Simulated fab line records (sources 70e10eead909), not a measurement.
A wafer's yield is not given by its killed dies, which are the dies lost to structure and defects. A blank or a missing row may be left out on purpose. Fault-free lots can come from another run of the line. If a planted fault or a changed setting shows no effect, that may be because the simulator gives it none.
Which tool is to blame? || flow nand harc || Sampling: 12 lots, 36 wafers, 7 of 1302 route steps

WHAT EACH GAUGE READ, for each wafer
NHARC_A_M0_THK_MEAS_24: measures by xrf.
{"lot": "L923", "measured": "day 23 01:55", "on": "film metro-01", "thk nm (nm)": "114.0 115.5 111.8"}
{"lot": "L924", "measured": "day 23 03:44", "on": "film metro-01", "thk nm (nm)": "113.4 111.5 114.7"}
{"lot": "L925", "measured": "day 23 19:24", "on": "film metro-02", "thk nm (nm)": "113.3 116.5 113.3"}
{"lot": "L927", "measured": "day 24 00:14", "on": "film metro-02", "thk nm (nm)": "109.2 113.9 110.0"}
{"lot": "L926", "measured": "day 24 02:00", "on": "film metro-01", "thk nm (nm)": "113.7 112.7 112.4"}
{"lot": "L928", "measured": "day 24 17:28", "on": "film metro-01", "thk nm (nm)": "111.8 114.3 110.8"}
{"lot": "L931", "measured": "day 26 01:38", "on": "film metro-01", "thk nm (nm)": "116.5 110.9 112.1"}
{"lot": "L939", "measured": "day 29 14:40", "on": "film metro-02", "thk nm (nm)": "111.0 114.8 112.7"}
{"lot": "L941", "measured": "day 30 13:45", "on": "film metro-01", "thk nm (nm)": "113.8 114.6 114.6"}
{"lot": "L943", "measured": "day 30 16:29", "on": "film metro-02", "thk nm (nm)": "114.9 114.4 112.5"}
{"lot": "L945", "measured": "day 31 22:30", "on": "film metro-02", "thk nm (nm)": "114.0 114.6 115.2"}
{"lot": "L946", "measured": "day 32 22:38", "on": "film metro-01", "thk nm (nm)": "112.2 114.5 113.2"}

NHARC_A_M1_CD_MEAS_09: the cd target is 120 nm.
{"lot": "L923", "measured": "day 23 03:27", "on": "cd sem-02", "cd nm (nm)": "120.5 120.6 120.4"}
{"lot": "L924", "measured": "day 23 05:10", "on": "cd sem-02", "cd nm (nm)": "120.4 120.2 119.9"}
{"lot": "L925", "measured": "day 23 21:07", "on": "cd sem-02", "cd nm (nm)": "120.1 120.5 119.2"}
{"lot": "L927", "measured": "day 24 02:40", "on": "cd sem-01", "cd nm (nm)": "120.1 120.4 118.2"}
{"lot": "L926", "measured": "day 24 03:38", "on": "cd sem-03", "cd nm (nm)": "120.9 120.3 121.9"}
{"lot": "L928", "measured": "day 24 19:02", "on": "cd sem-02", "cd nm (nm)": "120.5 119.7 118.7"}
{"lot": "L931", "measured": "day 26 03:22", "on": "cd sem-02", "cd nm (nm)": "121.0 121.0 121.8"}
{"lot": "L939", "measured": "day 29 16:20", "on": "cd sem-02", "cd nm (nm)": "125.7 124.9 125.8"}
{"lot": "L941", "measured": "day 30 15:11", "on": "cd sem-02", "cd nm (nm)": "126.0 124.4 124.8"}
{"lot": "L943", "measured": "day 30 18:01", "on": "cd sem-01", "cd nm (nm)": "120.2 119.5 119.3"}
{"lot": "L945", "measured": "day 31 23:56", "on": "cd sem-03", "cd nm (nm)": "121.1 120.5 120.9"}
{"lot": "L946", "measured": "day 33 00:02", "on": "cd sem-03", "cd nm (nm)": "120.8 120.6 122.9"}

NHARC_A_M1_CD_MEAS_16.
{"lot": "L923", "measured": "day 23 03:56", "on": "cd sem-03", "cd nm (nm)": "119.9 121.2 120.2"}
{"lot": "L924", "measured": "day 23 05:39", "on": "cd sem-02", "cd nm (nm)": "120.2 120.3 119.1"}
{"lot": "L925", "measured": "day 23 21:39", "on": "cd sem-02", "cd nm (nm)": "119.4 119.8 118.6"}
{"lot": "L927", "measured": "day 24 03:10", "on": "cd sem-03", "cd nm (nm)": "119.4 120.2 118.1"}
{"lot": "L926", "measured": "day 24 04:08", "on": "cd sem-02", "cd nm (nm)": "120.3 119.3 121.4"}
{"lot": "L928", "measured": "day 24 19:31", "on": "cd sem-01", "cd nm (nm)": "120.4 119.2 118.6"}
{"lot": "L931", "measured": "day 26 03:50", "on": "cd sem-02", "cd nm (nm)": "120.5 120.4 121.9"}
{"lot": "L939", "measured": "day 29 16:52", "on": "cd sem-03", "cd nm (nm)": "124.7 124.9 124.9"}
{"lot": "L941", "measured": "day 30 15:40", "on": "cd sem-03", "cd nm (nm)": "125.3 123.8 126.2"}
{"lot": "L943", "measured": "day 30 18:31", "on": "cd sem-03", "cd nm (nm)": "119.1 117.7 120.0"}
{"lot": "L945", "measured": "day 32 00:28", "on": "cd sem-03", "cd nm (nm)": "121.8 119.2 121.1"}
{"lot": "L946", "measured": "day 33 00:31", "on": "cd sem-03", "cd nm (nm)": "120.9 119.7 123.3"}

NHARC_END_SORT_01.
{"lot": "L923", "measured": "day 24 15:25", "on": "prober-01", "defect limited yield (%)": "92.9 91.6 92.0", "killed at array": "40 51 44", "killed at other": "1 1 0", "killed at periphery": "7 5 10", "killed dies": "48 57 54", "killed open": "3 8 6", "killed short": "4 0 3"}
{"lot": "L924", "measured": "day 24 15:25", "on": "prober-02", "defect limited yield (%)": "89.1 88.3 90.4", "killed at array": "70 76 54", "killed at other": "4 3 7", "killed at periphery": "0 0 4", "killed dies": "74 79 65", "killed open": "2 3 5", "killed short": "2 3 2"}
{"lot": "L927", "measured": "day 25 19:38", "on": "prober-02", "defect limited yield (%)": "93.4 92.3 91.4", "killed at array": "45 50 54", "killed at other": "0 1 2", "killed at periphery": "0 1 2", "killed dies": "45 52 58", "killed open": "2 2 4", "killed short": "0 2 2"}
{"lot": "L931", "measured": "day 27 17:26", "on": "prober-02", "defect limited yield (%)": "93.1 95.1 93.8", "killed at array": "33 24 34", "killed at other": "0 1 0", "killed at periphery": "14 8 8", "killed dies": "47 33 42", "killed open": "5 1 2", "killed short": "3 0 3"}
{"lot": "L939", "measured": "day 31 04:16", "on": "prober-01", "defect limited yield (%)": "91.1 95.0 91.7", "killed at array": "56 32 47", "killed at other": "0 0 0", "killed at periphery": "4 2 9", "killed dies": "60 34 56", "killed open": "3 1 6", "killed short": "1 2 4"}

WHAT TOOL EACH LOT RAN ON (gives the tool, then ch and the chambers of the sampled wafers, and finally the start)
{"lot": "L923", "NHARC_A_M0_ANNEAL_30": "rtp anneal-02 ch 0, day 23 01:19", "NHARC_A_M1_PEB_07": "litho track-01 ch 0, day 23 03:22", "NHARC_A_M1_ETCH_15": "rie diel-10 ch 2,3, day 23 03:56 or earlier"}
{"lot": "L924", "NHARC_A_M0_ANNEAL_30": "rtp anneal-01 ch 0, day 23 03:08", "NHARC_A_M1_PEB_07": "litho track-01 ch 0, day 23 05:05", "NHARC_A_M1_ETCH_15": "rie diel-07 ch 1,3, day 23 05:39 or earlier"}
{"lot": "L925", "NHARC_A_M0_ANNEAL_30": "rtp anneal-01 ch 0, day 23 18:44", "NHARC_A_M1_PEB_07": "litho track-06 ch 0, day 23 21:02", "NHARC_A_M1_ETCH_15": "rie diel-04 ch 0,2,3, day 23 21:39 or earlier"}
{"lot": "L927", "NHARC_A_M0_ANNEAL_30": "rtp anneal-02 ch 0, day 23 23:38", "NHARC_A_M1_PEB_07": "litho track-06 ch 0, day 24 02:35", "NHARC_A_M1_ETCH_15": "rie diel-07 ch 0,1,3, day 24 03:10 or earlier"}
{"lot": "L926", "NHARC_A_M0_ANNEAL_30": "rtp anneal-02 ch 0, day 24 01:20", "NHARC_A_M1_PEB_07": "litho track-01 ch 0, day 24 03:34", "NHARC_A_M1_ETCH_15": "rie diel-07 ch 1,2, day 24 04:08 or earlier"}
{"lot": "L928", "NHARC_A_M0_ANNEAL_30": "rtp anneal-01 ch 0, day 24 16:49", "NHARC_A_M1_PEB_07": "litho track-01 ch 0, day 24 18:57", "NHARC_A_M1_ETCH_15": "rie diel-04 ch 1,2,3, day 24 19:31 or earlier"}
{"lot": "L931", "NHARC_A_M0_ANNEAL_30": "rtp anneal-01 ch 0, day 26 01:07", "NHARC_A_M1_PEB_07": "litho track-06 ch 0, day 26 03:16", "NHARC_A_M1_ETCH_15": "rie diel-07 ch 1,2, day 26 03:50 or earlier"}
{"lot": "L939", "NHARC_A_M0_ANNEAL_30": "rtp anneal-02 ch 0, day 29 14:00", "NHARC_A_M1_PEB_07": "litho track-06 ch 0, day 29 16:15", "NHARC_A_M1_ETCH_15": "rie diel-04 ch 0,2, day 29 16:52 or earlier"}
{"lot": "L941", "NHARC_A_M0_ANNEAL_30": "rtp anneal-01 ch 0, day 30 13:06", "NHARC_A_M1_PEB_07": "litho track-06 ch 0, day 30 15:06", "NHARC_A_M1_ETCH_15": "rie diel-07 ch 1,2,3, day 30 15:40 or earlier"}
{"lot": "L943", "NHARC_A_M0_ANNEAL_30": "rtp anneal-01 ch 0, day 30 15:49", "NHARC_A_M1_PEB_07": "litho track-01 ch 0, day 30 17:56", "NHARC_A_M1_ETCH_15": "rie diel-07 ch 0,2,3, day 30 18:31 or earlier"}
{"lot": "L945", "NHARC_A_M0_ANNEAL_30": "rtp anneal-02 ch 0, day 31 21:50", "NHARC_A_M1_PEB_07": "litho track-04 ch 0, day 31 23:51", "NHARC_A_M1_ETCH_15": "rie diel-10 ch 0,2,3, day 32 00:28 or earlier"}
{"lot": "L946", "NHARC_A_M0_ANNEAL_30": "rtp anneal-01 ch 0, day 32 22:01", "NHARC_A_M1_PEB_07": "litho track-04 ch 0, day 32 23:57", "NHARC_A_M1_ETCH_15": "rie diel-07 ch 1,2,3, day 33 00:31 or earlier"}
- NHARC_A_M0_ANNEAL_30: time 90 s.
- NHARC_A_M1_PEB_07: peb time 65 s.
- NHARC_A_M1_ETCH_15: etches the open film in C4F8/Ar, target depth 182.5 nm, time 91.2 s.

WHAT THE TOOLS THEMSELVES READ (means of the sampled wafers that have a number; where no wafer has one, the mark that the record gives instead)
NHARC_A_M0_ANNEAL_30.
{"lot": "L923", "tool": "rtp anneal-02", "anneal temp c (C)": 224.97, "wafer_temp_C_max": 226.38}
{"lot": "L924", "tool": "rtp anneal-01", "anneal temp c (C)": 224.80, "wafer_temp_C_max": 226.31}
{"lot": "L925", "tool": "rtp anneal-01", "anneal temp c (C)": 225.07, "wafer_temp_C_max": 226.26}
{"lot": "L927", "tool": "rtp anneal-02", "anneal temp c (C)": 225.14, "wafer_temp_C_max": 226.36}
{"lot": "L926", "tool": "rtp anneal-02", "anneal temp c (C)": 224.98, "wafer_temp_C_max": 226.33}
{"lot": "L928", "tool": "rtp anneal-01", "anneal temp c (C)": 224.64, "wafer_temp_C_max": 226.05}
{"lot": "L931", "tool": "rtp anneal-01", "anneal temp c (C)": 224.98, "wafer_temp_C_max": 226.08}
{"lot": "L939", "tool": "rtp anneal-02", "anneal temp c (C)": 225.03, "wafer_temp_C_max": 226.33}
{"lot": "L941", "tool": "rtp anneal-01", "anneal temp c (C)": 225.07, "wafer_temp_C_max": 226.37}
{"lot": "L943", "tool": "rtp anneal-01", "anneal temp c (C)": 224.82, "wafer_temp_C_max": 225.96}
{"lot": "L945", "tool": "rtp anneal-02", "anneal temp c (C)": 225.14, "wafer_temp_C_max": 226.52}
{"lot": "L946", "tool": "rtp anneal-01", "anneal temp c (C)": 225.15, "wafer_temp_C_max": 225.90}

NHARC_A_M1_PEB_07.
{"lot": "L923", "tool": "litho track-01", "heater power total W (W)": 157.0, "plate temp C (C)": 100.16}
{"lot": "L924", "tool": "litho track-01", "heater power total W (W)": 156.4, "plate temp C (C)": 99.92}
{"lot": "L925", "tool": "litho track-06", "heater power total W (W)": 156.0, "plate temp C (C)": 100.02}
{"lot": "L927", "tool": "litho track-06", "heater power total W (W)": 156.4, "plate temp C (C)": 99.99}
{"lot": "L926", "tool": "litho track-01", "heater power total W (W)": 156.4, "plate temp C (C)": 99.94}
{"lot": "L928", "tool": "litho track-01", "heater power total W (W)": 156.8, "plate temp C (C)": 99.94}
{"lot": "L931", "tool": "litho track-06", "heater power total W (W)": 156.7, "plate temp C (C)": 100.09}
{"lot": "L939", "tool": "litho track-06", "heater power total W (W)": 160.3, "plate temp C (C)": 101.75}
{"lot": "L941", "tool": "litho track-06", "heater power total W (W)": 160.1, "plate temp C (C)": 101.60}
{"lot": "L943", "tool": "litho track-01", "heater power total W (W)": 156.7, "plate temp C (C)": 100.06}
{"lot": "L945", "tool": "litho track-04", "heater power total W (W)": 156.8, "plate temp C (C)": 99.98}
{"lot": "L946", "tool": "litho track-04", "heater power total W (W)": 157.0, "plate temp C (C)": 99.88}

NHARC_A_M1_ETCH_15.
{"lot": "L923", "tool": "rie diel-10", "oes product au (a.u.)": 0.920, "rf vpp V (V)": 440.2}
{"lot": "L924", "tool": "rie diel-07", "oes product au (a.u.)": 0.966, "rf vpp V (V)": 436.2}
{"lot": "L925", "tool": "rie diel-04", "oes product au (a.u.)": 0.961, "rf vpp V (V)": 441.3}
{"lot": "L927", "tool": "rie diel-07", "oes product au (a.u.)": 0.915, "rf vpp V (V)": 438.0}
{"lot": "L926", "tool": "rie diel-07", "oes product au (a.u.)": 0.929, "rf vpp V (V)": 438.6}
{"lot": "L928", "tool": "rie diel-04", "oes product au (a.u.)": 0.939, "rf vpp V (V)": 439.2}
{"lot": "L931", "tool": "rie diel-07", "oes product au (a.u.)": 0.937, "rf vpp V (V)": 438.6}
{"lot": "L939", "tool": "rie diel-04", "oes product au (a.u.)": 0.917, "rf vpp V (V)": 442.8}
{"lot": "L941", "tool": "rie diel-07", "oes product au (a.u.)": 0.957, "rf vpp V (V)": 439.5}
{"lot": "L943", "tool": "rie diel-07", "oes product au (a.u.)": 0.962, "rf vpp V (V)": 440.8}
{"lot": "L945", "tool": "rie diel-10", "oes product au (a.u.)": 0.961, "rf vpp V (V)": 438.5}
{"lot": "L946", "tool": "rie diel-07", "oes product au (a.u.)": 0.926, "rf vpp V (V)": 439.3}

THE ANSWER, worked out from the rows above alone
Rule: the usual values come from the lots themselves. The widest of any qualifying gaps counts: lots, ordered by their means at a reading, are off when they make up no more than a third of the lots, leave a main group of 4 or more, and stand apart from it by 3 or more times the standard deviation of that group's means. The tables above print the reading to a certain number of digits; a main group whose means all agree to those digits is not used. A lot without any number at a reading at which 4 lots or more have one is off too. Any other lot the step has rows for is counted as sound. Order of review: gauges by route order, followed by the tools' own readings, for which a lot's mean as printed above is used. The first step at which some lot is off is used, and at that step the reading that is off furthest; a lot without a number counts as furthest.
Off: L939, L941, at NHARC_A_M1_CD_MEAS_09 (cd nm). Mean 120.4 nm and standard deviation 0.67 in the main group.
A tool fits if, at a process step before that reading, it ran every lot that is off, and no sound lot after the first of them. Not tried: the gauges at NHARC_A_M1_CD_MEAS_09; whatever is off there is also off at NHARC_A_M1_CD_MEAS_16, on other tools, and gauge error can't account for it. One fits: litho track-06 at NHARC_A_M1_PEB_07. A fault onset in the window from L931 (day 26 03:16, its last sound lot) to L939 (day 29 16:15, its first lot off) fits.
The tool's own readings at NHARC_A_M1_PEB_07 bear it out: on the lots that are off they differ by more than 5 times the standard deviation of the sound lots' means. heater power total W reads 160.2 W there against 156.6 W on the sound lots; plate temp C reads 101.67 C there against 100.00 C on the sound lots.

WHAT WAS PUT IN BY THE SIMULATOR
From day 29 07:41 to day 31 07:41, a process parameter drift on litho track-06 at NHARC_A_M1_PEB_07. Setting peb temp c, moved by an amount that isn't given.
Struck lots among those shown: L939, L941. The rule above found the same.
